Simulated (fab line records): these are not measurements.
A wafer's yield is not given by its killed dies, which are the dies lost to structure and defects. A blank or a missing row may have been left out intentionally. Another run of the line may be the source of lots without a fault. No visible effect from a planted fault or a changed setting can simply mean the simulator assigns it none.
fab line records ; flow n5_finfet
record lots=9; wafers=27; last_day=17
route steps=1938 shown BEOL_M2@860 BEOL_M4@1111 PASSIVATION@1936
lots untouched by any fault: they come from a run of this same line in which no faults occurred
start_h: hours from the record's opening day to when the first of the lot's shown wafers began ; wait_h: hours since the lot's step before ; " unchanged from the row above ; L1.1+2: one row covering several wafers at once ; - value missing, or start not given ; * or withheld: withheld ; < > ~ a bound
route shown NAME@n: NAME is a module with steps in the file, n the number in the route of the first one ; usual: the fault-free wafers' mean and standard deviation ; same: alike in all rows ; chamber/n: place in a boat ; sites: each site's reading ; _std_site: standard deviation across them ; _edge_site: outer sites' mean less inner sites' ; radius_mm: for every site, how far away it sits from the centre of the wafer ; mask NAME#n: copy n ; behind: the tool/chamber that last shaped the wafer ; hold: why the lot went on hold/how many hours it stayed there/how the hold came to an end ; device: whichever transistor did not switch (one of n, p or np) ; end of line: the tests these same wafers got at the end of their route ; a step with no rows: only its recipe ; killed: the dies lost at the first sort to structure and to defects; this is not the yield of the wafer ; map: the dies of a wafer, with x for killed, . for not killed, _ for no die there
set.NAME: the setting that was run; set.NAME@STEP: the one run at that earlier step ; model.NAME: the simulator's own value behind a step, which no gauge read
a sample of lots followed through the steps of the route, with each step as a table and each wafer as a row
services: the hour from which a tool's chamber was out of use, counted from the record's first day as start_h (under 0 if before that day), plus the number of hours and why
## steps
# step N5_BEOL_M2_ETCH_64
# recipe chemistry=N2/H2; target=SOC; target_depth_a=750; overetch_a=225; mask_material=SiARC; temp_c=40; time_s=121.9; ion_energy_ev=200; pressure_mtorr=30; source_w=840; bias_w=150; n2_flow_sccm=200; h2_flow_sccm=200
# usual bias_w=150.0/0.46; drypump_motor_current_A=5.9/0.43; n2_flow_sccm=199.9/0.62; oes_product_au=0.60/0.071; rf_vpp_V=523.8/2.6; showerhead_plenum_p_Torr=2.54/0.084; throttle_valve_pct=17.66/0.23
lot.wafer;tool;chamber;start_h;wait_h;bias_w;drypump_motor_current_A;n2_flow_sccm;oes_product_au;rf_hours_counter_h;rf_vpp_V;showerhead_plenum_p_Torr;throttle_valve_pct
L200.2;rie_diel-03;1;138.08;0.0;149.8;5.8;200.2;0.55;186;526.5;2.64;17.76
L200.3;rie_diel-03;0;138.08;0.0;149.3;6.3;199.1;0.52;242;522.4;2.50;17.69
L200.6;rie_diel-03;0;138.08;0.0;150.2;6.3;199.0;0.53;-;524.0;2.50;17.70
L202.1;rie_diel-02;1;145.35;0.0;150.4;4.8;199.9;0.53;220;519.1;2.42;17.83
L202.3;rie_diel-02;2;145.35;0.0;150.0;5.6;199.7;0.74;5;523.9;2.60;17.87
L202.4;rie_diel-02;0;145.35;0.0;150.6;5.5;200.1;0.61;95;524.2;2.56;17.46
L204.1;rie_diel-03;1;160.55;0.0;150.2;5.8;200.8;0.55;195;525.3;2.64;17.74
L204.2;rie_diel-03;2;160.55;0.0;150.2;6.4;199.4;0.55;187;521.6;2.42;17.72
L204.5;rie_diel-03;1;160.55;0.0;150.3;5.8;200.1;0.55;-;527.4;2.64;17.77
L206.1;rie_diel-03;3;164.06;0.0;150.1;6.3;199.9;0.54;236;523.5;2.52;18.21
L206.3;rie_diel-03;1;164.06;0.0;149.6;5.8;199.8;0.55;196;526.6;2.64;17.78
L206.5;rie_diel-03;0;164.06;0.0;150.5;6.3;200.9;0.52;-;522.7;2.50;17.71
L207.2;rie_diel-03;1;168.65;0.0;149.9;5.8;199.3;0.54;198;525.6;2.63;17.78
L207.3;rie_diel-03;2;168.65;0.0;149.1;6.4;199.8;0.55;190;520.4;2.42;17.73
L207.6;rie_diel-03;3;168.65;0.0;148.9;6.3;199.2;0.53;-;521.0;2.51;18.21
L212.1;rie_diel-03;0;200.89;0.0;150.1;6.3;199.9;0.74;1;521.7;2.50;17.26
L212.3;rie_diel-03;2;200.89;0.0;150.3;6.4;199.1;0.54;205;519.8;2.42;17.75
L212.5;rie_diel-03;2;200.89;0.0;150.5;6.4;199.4;0.54;-;519.3;2.42;17.75
L218.4;rie_diel-02;0;248.86;0.1;149.0;5.5;199.5;0.59;-;523.2;2.55;17.51
L218.5;rie_diel-02;3;248.86;0.1;149.9;5.9;199.4;0.59;-;523.9;2.55;17.81
L218.6;rie_diel-02;2;248.86;0.1;150.0;5.6;199.4;0.68;-;525.6;2.59;17.94
L220.1;rie_diel-01;1;252.43;0.0;150.9;5.9;200.3;0.63;60;522.2;2.47;17.68
L220.4;rie_diel-01;0;252.43;0.0;149.7;6.2;199.4;0.67;31;526.2;2.60;17.28
L220.5;rie_diel-01;0;252.43;0.0;149.4;6.2;200.0;0.67;-;525.5;2.60;17.29
L221.2;rie_diel-02;3;276.23;0.0;149.7;5.9;201.0;0.58;128;524.7;2.55;17.83
L221.4;rie_diel-02;2;276.23;0.0;151.0;5.6;200.4;0.66;50;524.0;2.58;17.94
L221.6;rie_diel-02;2;276.23;0.0;148.9;5.6;199.6;0.66;-;525.6;2.58;17.94
# step N5_BEOL_M2_EXPOSE_25
# recipe mask_id=V1; na=0.33; source_shape=quasar; sigma_inner=0.2; sigma_outer=0.8; polarization=unpolarized; defocus_nm=5; dose_mj=63
# usual exposure_dose_mJ_cm2=62.87/0.12; reticle_temp_C=23.00/0.12
lot.wafer;tool;chamber;start_h;wait_h;mask;exposure_dose_mJ_cm2;reticle_temp_C
L200.2;euv_scanner-02;0;138.69;-;V1#0;62.79;23.05
L200.3;euv_scanner-02;0;138.69;-;V1#0;62.79;22.95
L200.6;euv_scanner-02;0;138.69;-;V1#0;62.80;23.08
L202.1;euv_scanner-01;0;146.01;-;V1#0;62.86;22.96
L202.3;euv_scanner-01;0;146.01;-;V1#0;62.88;22.90
L202.4;euv_scanner-01;0;146.01;-;V1#0;62.93;22.87
L204.1;euv_scanner-01;0;161.16;-;V1#0;62.94;23.15
L204.2;euv_scanner-01;0;161.16;-;V1#0;62.95;22.96
L204.5;euv_scanner-01;0;161.16;-;V1#0;62.99;23.05
L206.1;euv_scanner-01;0;164.59;-;V1#0;62.99;23.13
L206.3;euv_scanner-01;0;164.59;-;V1#0;63.06;23.19
L206.5;euv_scanner-01;0;164.59;-;V1#0;62.97;23.10
L207.2;euv_scanner-01;0;169.33;-;V1#0;63.02;22.95
L207.3;euv_scanner-01;0;169.33;-;V1#0;63.08;22.97
L207.6;euv_scanner-01;0;169.33;-;V1#0;63.04;22.78
L212.1;euv_scanner-01;0;201.41;-;V1#0;62.97;22.97
L212.3;euv_scanner-01;0;201.41;-;V1#0;62.96;23.06
L212.5;euv_scanner-01;0;201.41;-;V1#0;63.03;23.02
L218.4;euv_scanner-02;0;249.36;-;V1#0;62.73;22.86
L218.5;euv_scanner-02;0;249.36;-;V1#0;62.84;22.94
L218.6;euv_scanner-02;0;249.36;-;V1#0;62.80;22.92
L220.1;euv_scanner-02;0;252.96;-;V1#0;54.93;22.99
L220.4;euv_scanner-02;0;252.96;-;V1#0;54.80;22.80
L220.5;euv_scanner-02;0;252.96;-;V1#0;54.90;22.66
L221.2;euv_scanner-02;0;276.77;-;V1#0;57.68;23.17
L221.4;euv_scanner-02;0;276.77;-;V1#0;57.66;23.04
L221.6;euv_scanner-02;0;276.77;-;V1#0;57.65;22.80
# step N5_BEOL_M2_CD_MEAS_28
# recipe target_cd_nm=26.2; landing_energy_ev=500; detector=se_inlens; target_cd_y_nm=24.1; polarity=opening
# usual cd_nm=26.17/0.22
lot.wafer;tool;chamber;start_h;wait_h;cd_nm
L200.2;cd_sem-03;0;138.83;-;25.95
L200.3;cd_sem-03;0;138.83;-;26.38
L200.6;cd_sem-03;0;138.83;-;26.23
L202.1;cd_sem-02;0;146.16;-;26.12
L202.3;cd_sem-02;0;146.16;-;26.52
L202.4;cd_sem-02;0;146.16;-;26.47
L204.1;cd_sem-02;0;161.31;-;26.10
L204.2;cd_sem-02;0;161.31;-;25.91
L204.5;cd_sem-02;0;161.31;-;26.23
L206.1;cd_sem-03;0;164.74;-;26.03
L206.3;cd_sem-03;0;164.74;-;26.42
L206.5;cd_sem-03;0;164.74;-;26.17
L207.2;cd_sem-02;0;169.46;-;26.20
L207.3;cd_sem-02;0;169.46;-;26.18
L207.6;cd_sem-02;0;169.46;-;26.40
L212.1;cd_sem-01;0;201.56;-;26.39
L212.3;cd_sem-01;0;201.56;-;26.41
L212.5;cd_sem-01;0;201.56;-;26.18
L218.4;cd_sem-02;0;249.48;-;25.94
L218.5;cd_sem-02;0;249.48;-;25.93
L218.6;cd_sem-02;0;249.48;-;26.07
L220.1;cd_sem-03;0;253.11;-;23.63
L220.4;cd_sem-03;0;253.11;-;23.30
L220.5;cd_sem-03;0;253.11;-;23.67
L221.2;cd_sem-02;0;276.91;-;24.60
L221.4;cd_sem-02;0;276.91;-;24.49
L221.6;cd_sem-02;0;276.91;-;24.60
# step N5_BEOL_M2_OVL_MEAS_29
# recipe points_per_wafer=522
# usual V1_OVL=-0.3/0.66
lot.wafer;tool;chamber;start_h;wait_h;V1_OVL[nm]
L200.2;overlay-01;0;138.86;0.0;-0.9
L200.3;overlay-01;0;138.86;0.0;-0.5
L200.6;overlay-01;0;138.86;0.0;-0.3
L202.1;overlay-01;0;146.19;0.0;-0.4
L202.3;overlay-01;0;146.19;0.0;-0.7
L202.4;overlay-01;0;146.19;0.0;-0.5
L204.1;overlay-02;0;161.34;0.0;0.1
L204.2;overlay-02;0;161.34;0.0;-0.8
L204.5;overlay-02;0;161.34;0.0;-0.6
L206.1;overlay-01;0;164.77;0.0;-0.7
L206.3;overlay-01;0;164.77;0.0;0.1
L206.5;overlay-01;0;164.77;0.0;-0.6
L207.2;overlay-01;0;169.50;0.0;-0.2
L207.3;overlay-01;0;169.50;0.0;-0.4
L207.6;overlay-01;0;169.50;0.0;0.2
L212.1;overlay-02;0;201.59;0.0;-0.1
L212.3;overlay-02;0;201.59;0.0;-0.3
L212.5;overlay-02;0;201.59;0.0;-0.1
L218.4;overlay-02;0;249.53;0.0;0.4
L218.5;overlay-02;0;249.53;0.0;-0.7
L218.6;overlay-02;0;249.53;0.0;0.5
L220.1;overlay-01;0;253.14;0.0;-0.7
L220.4;overlay-01;0;253.14;0.0;-1.6
L220.5;overlay-01;0;253.14;0.0;-1.2
L221.2;overlay-01;0;276.94;0.0;-0.7
L221.4;overlay-01;0;276.94;0.0;-0.9
L221.6;overlay-01;0;276.94;0.0;-0.7
# step N5_BEOL_M2_INSPECT_30
# recipe mode=adi; inspect_instrument=brightfield
# usual raw_defect_count=403/92
lot.wafer;tool;chamber;start_h;wait_h;raw_defect_count
L200.2;defect_inspect-02;-;138.92;0.1;439
L200.3;defect_inspect-02;-;138.92;0.1;515
L200.6;defect_inspect-02;-;138.92;0.1;440
L202.1;defect_inspect-02;-;146.24;0.1;348
L202.3;defect_inspect-02;-;146.24;0.1;281
L202.4;defect_inspect-02;-;146.24;0.1;315
L204.1;defect_inspect-01;-;161.40;0.1;546
L204.2;defect_inspect-01;-;161.40;0.1;534
L204.5;defect_inspect-01;-;161.40;0.1;583
L206.1;defect_inspect-01;-;164.83;0.1;383
L206.3;defect_inspect-01;-;164.83;0.1;363
L206.5;defect_inspect-01;-;164.83;0.1;498
L207.2;defect_inspect-01;-;169.55;0.0;459
L207.3;defect_inspect-01;-;169.55;0.0;521
L207.6;defect_inspect-01;-;169.55;0.0;475
L212.1;defect_inspect-02;-;201.65;0.1;354
L212.3;defect_inspect-02;-;201.65;0.1;381
L212.5;defect_inspect-02;-;201.65;0.1;284
L218.4;defect_inspect-01;-;249.57;0.0;622
L218.5;defect_inspect-01;-;249.57;0.0;406
L218.6;defect_inspect-01;-;249.57;0.0;531
L220.1;defect_inspect-02;-;253.20;0.1;418
L220.4;defect_inspect-02;-;253.20;0.1;409
L220.5;defect_inspect-02;-;253.20;0.1;410
L221.2;defect_inspect-02;-;277.00;0.0;472
L221.4;defect_inspect-02;-;277.00;0.0;343
L221.6;defect_inspect-02;-;277.00;0.0;323
# step N5_BEOL_M4_RC_MEAS_101
# usual CHAIN_V1=232/7.1; CHAIN_V1_max_site=240/7.7; DIBL_N=36.4/1.2; DIBL_P=36.1/1.6; IOFF_N=0.156/0.024; IOFF_P=0.21/0.031; ION_N=674/11; ION_P=463/6.9; SS_N=71.5/0.5; SS_P=73.2/0.55; VT_N=250.0/2.9; VT_P=-250/3.6
lot.wafer;tool;chamber;start_h;wait_h;CHAIN_V1[ohm/link];CHAIN_V1_max_site[ohm/link];DIBL_N[mV/V];DIBL_P[mV/V];IOFF_N[nA/um];IOFF_P[nA/um];ION_N[uA/um];ION_P[uA/um];SS_N[mV/dec];SS_P[mV/dec];VT_N[mV];VT_P[mV]
L200.2;prober-02;0;166.60;0.2;226;237;37.7;38.4;0.178;0.22;671;462;72.2;73.5;250.2;-250
L200.3;prober-02;0;166.60;0.2;223;232;35.5;36.8;0.155;0.20;675;464;71.2;72.9;251.4;-251
L200.6;prober-02;0;166.60;0.2;222;227;36.2;37.6;0.157;0.20;679;464;70.8;72.7;250.2;-252
L202.1;prober-01;0;173.74;0.0;240;248;37.3;38.3;0.181;0.23;680;469;72.1;73.3;247.3;-250
L202.3;prober-01;0;173.74;0.0;230;236;38.7;39.4;0.208;0.24;684;464;72.1;73.8;244.2;-249
L202.4;prober-01;0;173.74;0.0;227;239;36.8;37.6;0.167;0.21;674;459;72.4;73.3;247.0;-251
L204.1;prober-02;0;189.00;0.0;233;237;37.3;39.6;0.204;0.26;698;473;72.3;73.9;245.0;-250
L204.2;prober-02;0;189.00;0.0;237;248;35.2;37.1;0.160;0.22;669;459;71.4;73.7;249.5;-248
L204.5;prober-02;0;189.00;0.0;228;250;36.6;38.4;0.183;0.24;676;461;71.8;73.5;247.5;-250
L206.1;prober-01;0;191.95;0.0;237;250;36.8;35.8;0.182;0.28;676;470;71.2;73.6;250.4;-245
L206.3;prober-01;0;191.95;0.0;234;241;38.0;36.4;0.195;0.28;683;467;72.1;74.5;247.6;-242
L206.5;prober-01;0;191.95;0.0;236;247;37.1;36.3;0.185;0.29;681;471;71.8;73.5;247.4;-243
L207.2;prober-02;0;195.98;0.2;229;234;34.6;33.9;0.136;0.20;661;466;70.7;73.5;250.5;-249
L207.3;prober-02;0;195.98;0.2;232;241;35.2;35.1;0.148;0.22;678;468;71.2;73.2;251.3;-247
L207.6;prober-02;0;195.98;0.2;229;231;36.4;36.3;0.181;0.25;688;482;71.6;73.9;246.8;-246
L212.1;prober-01;0;227.28;0.0;231;240;34.6;32.7;0.127;0.18;661;454;71.4;72.3;255.9;-252
L212.3;prober-01;0;227.28;0.0;229;233;34.1;32.2;0.117;0.17;660;453;71.3;72.0;255.5;-253
L212.5;prober-01;0;227.28;0.0;230;235;36.6;35.1;0.156;0.21;678;460;71.4;73.0;250.3;-249
L218.4;prober-01;0;283.16;0.5;242;255;33.6;34.5;0.101;0.16;653;455;70.5;73.0;258.6;-256
L218.5;prober-01;0;283.16;0.5;246;252;34.9;36.2;0.126;0.18;663;460;71.2;72.9;253.7;-254
L218.6;prober-01;0;283.16;0.5;241;253;34.4;35.3;0.112;0.17;657;457;70.8;72.4;257.3;-256
L221.2;prober-02;0;300.99;0.2;284;291;37.2;36.8;0.152;0.20;674;464;71.7;72.6;251.9;-254
L221.4;prober-02;0;300.99;0.2;265;272;35.7;34.9;0.127;0.18;669;462;71.3;72.5;253.1;-254
L221.6;prober-02;0;300.99;0.2;273;290;36.0;34.9;0.134;0.18;681;464;71.2;72.6;253.8;-255
# sites CHAIN_V1 radius_mm=0,75,75,75,75,140,140,140,140
L200.2 213 220 222 226 221 237 228 227 231
L202.1 248 240 247 239 244 230 241 234 231
L204.1 223 237 234 234 232 233 236 232 229
L206.1 237 250 231 242 241 237 236 226 231
L207.2 221 220 231 229 228 231 229 234 232
L212.1 235 231 240 231 233 223 229 230 224
L218.4 229 238 233 236 244 242 248 249 255
L221.2 279 286 291 289 281 277 277 287 284
# step N5_PASSIVATION_PROBE_49
# usual defect_limited_yield=91.4/1.5; killed_at_M0_to_M3=31/11; killed_at_M4_up=13/5.5; killed_at_contacts=13/6.3; killed_at_front_end=40/13; killed_at_other=3.3/2.6; killed_dies=101/18; killed_on_rim=13/4; killed_open=67/13; killed_short=33/7.9; sort_bin_5_function=5.1/1; sort_bin_6_memory=3.2/0.68; sort_n_pass=1079/18; sort_yield_pct=91.4/1.5
# same gross_dies=1180; killed_at_back_side=0; sort_bin_4_leakage[%]=0; sort_bin_8_speed[%]=0
lot.wafer;tool;chamber;start_h;wait_h;defect_limited_yield[%];killed_at_M0_to_M3;killed_at_M4_up;killed_at_contacts;killed_at_front_end;killed_at_other;killed_dies;killed_on_rim;killed_open;killed_short;sort_bin_5_function[%];sort_bin_6_memory[%];sort_n_pass;sort_yield_pct[%]
L220.1;prober-01;-;387.87;0.0;0;1105;12;11;50;2;1180;152;45;42;68.8;5.2;0;0
L220.4;prober-01;-;388.02;0.2;0.1;1097;8;18;49;7;1179;152;73;33;68.6;5.4;1;0.1
L220.5;prober-01;-;388.07;0.2;0.3;1090;15;8;58;6;1177;152;80;38;70.9;5.4;3;0.3
L221.2;prober-02;-;406.18;0.3;66.6;343;17;12;22;0;394;51;58;30;19.2;11.9;786;66.6
L221.4;prober-02;-;406.28;0.4;66.4;343;13;1;40;0;397;59;52;38;18.8;12.9;783;66.4
L221.6;prober-02;-;406.38;0.5;64.8;362;9;11;31;2;415;55;52;31;20.4;13.2;765;64.8
# killed by level:class
L220.1 BEOL_M2:area_expose=1093 STI_FIN_REVEAL:geometric_particle:open=8 FIN_SAQP:geometric_particle:short=7 MOL_CONTACT_COAG:geometric_particle:open=7 STARTING-WAFER:geometric_particle:short=6 FIN_SAQP:geometric_particle:open=5 ILD0:geometric_particle:short=5 BEOL_M4:geometric_particle:open=5
L220.4 BEOL_M2:area_expose=1073 STI_FIN_REVEAL:geometric_particle:open=15 MOL_CONTACT_COAG:geometric_particle:open=13 BEOL_M3:geometric_particle:open=7 ILD0:geometric_particle:open=6 BEOL_M0_SAQP:geometric_particle:short=6 DUMMY_GATE:geometric_particle:open=5 GATE_CUT:geometric_particle:short=5
L220.5 BEOL_M2:area_expose=1059 STI_FIN_REVEAL:geometric_particle:open=15 BEOL_M4:geometric_particle:open=11 BEOL_M2:geometric_particle:open=8 GATE_CUT:geometric_particle:open=7 MOL_CONTACT_COAG:geometric_particle:open=7 DUMMY_GATE:geometric_particle:open=6 STARTING-WAFER:geometric_particle:open=5
L221.2 BEOL_M2:area_expose=306 MOL_CONTACT_COAG:geometric_particle:open=10 BEOL_M4:geometric_particle:open=7 BEOL_M0_SAQP:geometric_particle:short=6 BEOL_M3:geometric_particle:open=6 BEOL_M1:geometric_particle:open=6 BEOL_M2:geometric_particle:open=6 DUMMY_GATE:geometric_particle:open=4
L221.4 BEOL_M2:area_expose=305 BEOL_M3:geometric_particle:open=11 BEOL_M0_SAQP:geometric_particle:short=7 BEOL_M0_SAQP:geometric_particle:open=6 FIN_SAQP:geometric_particle:short=5 DUMMY_GATE:geometric_particle:open=5 STI_FIN_REVEAL:geometric_particle:open=5 DUMMY_GATE:geometric_particle:short=4
L221.6 BEOL_M2:area_expose=332 MOL_CONTACT_COAG:geometric_particle:open=11 FIN_SAQP:geometric_particle:short=6 BEOL_M0_SAQP:geometric_particle:open=6 BEOL_M1:geometric_particle:open=6 GATE_CUT:geometric_particle:short=5 BEOL_M0_SAQP:geometric_particle:short=5 GATE_CUT:geometric_particle:open=4
## services
tool;chamber;start_h;hours;kind
euv_scanner-01;-;119.82;0.4;repair
rie_diel-01;1;121.69;7.3;repair
euv_scanner-01;-;139.87;2.7;repair
euv_scanner-02;-;143.60;2.5;repair
rie_diel-02;3;152.96;1.8;repair
euv_scanner-02;-;153.10;63.5;repair
rie_diel-03;0;165.62;14.4;repair
rie_diel-01;1;172.82;7.6;repair
rie_diel-02;0;174.77;2.9;repair
euv_scanner-01;-;179.60;1.0;pm
rie_diel-03;0;180.07;-;clean
rie_diel-03;0;180.07;-;consumable_replace:focus_ring
rie_diel-03;0;180.07;19.5;scheduled_down
rie_diel-03;0;180.07;19.5;vent_cycle
euv_scanner-01;-;198.33;1.7;repair
rie_diel-03;3;199.55;-;clean
rie_diel-03;3;199.55;-;consumable_replace:focus_ring
rie_diel-03;3;199.55;31.3;scheduled_down
rie_diel-03;3;199.55;31.3;vent_cycle
euv_scanner-02;-;216.63;1.0;pm
euv_scanner-02;-;217.64;4.6;pm
euv_scanner-01;-;223.25;1.0;pm
rie_diel-01;3;225.93;4.2;repair
euv_scanner-02;-;274.99;1.0;pm
## key
first_sign step=N5_BEOL_M2_EXPOSE_25; reading=exposure_dose_mJ_cm2; direction=down; sigmas=54; usual=62.87; struck=56.27
effect step=N5_BEOL_M2_CD_MEAS_28; reading=cd_nm; direction=down; sigmas=9.6; usual=26.17; struck=24.05; through=control_loop
effect step=N5_BEOL_M4_RC_MEAS_101; reading=CHAIN_V1; direction=up; sigmas=5.9; usual=232; struck=274
effect step=N5_BEOL_M4_RC_MEAS_101; reading=CHAIN_V1_max_site; direction=up; sigmas=5.7; usual=240; struck=284
effect step=N5_PASSIVATION_PROBE_49; reading=killed_at_M0_to_M3; direction=up; sigmas=65; usual=31; struck=723
more_kills_born_at N5_BEOL_M2_EXPOSE_25@euv_scanner-02=4168
met_at N5_BEOL_M2_EXPOSE_25
struck_lots L220,L221
later_rows_left_out L220.1,L220.4,L220.5
loop_trim step=N5_BEOL_M2_EXPOSE_25; setting=dose; lots=L221
not_acting_at N5_BEOL_M2_ETCH_64,N5_BEOL_M2_OVL_MEAS_29,N5_BEOL_M2_INSPECT_30
onset_between 249.36 252.96
fault kind=process_parameter_drift; tool=euv_scanner-02; chamber=-; onset_h=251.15; steps=N5_BEOL_M2_EXPOSE_25; channel=dose_mj; offset=-7.864; shape=step; acts_in=these_recipes_only; stated=63
# later_rows_left_out: the simulator's readings of these wafers behind a module that went badly wrong aren't trusted and aren't shown, but for the sort
# loop_trim: a control loop set the setting to another value than it would have without faults
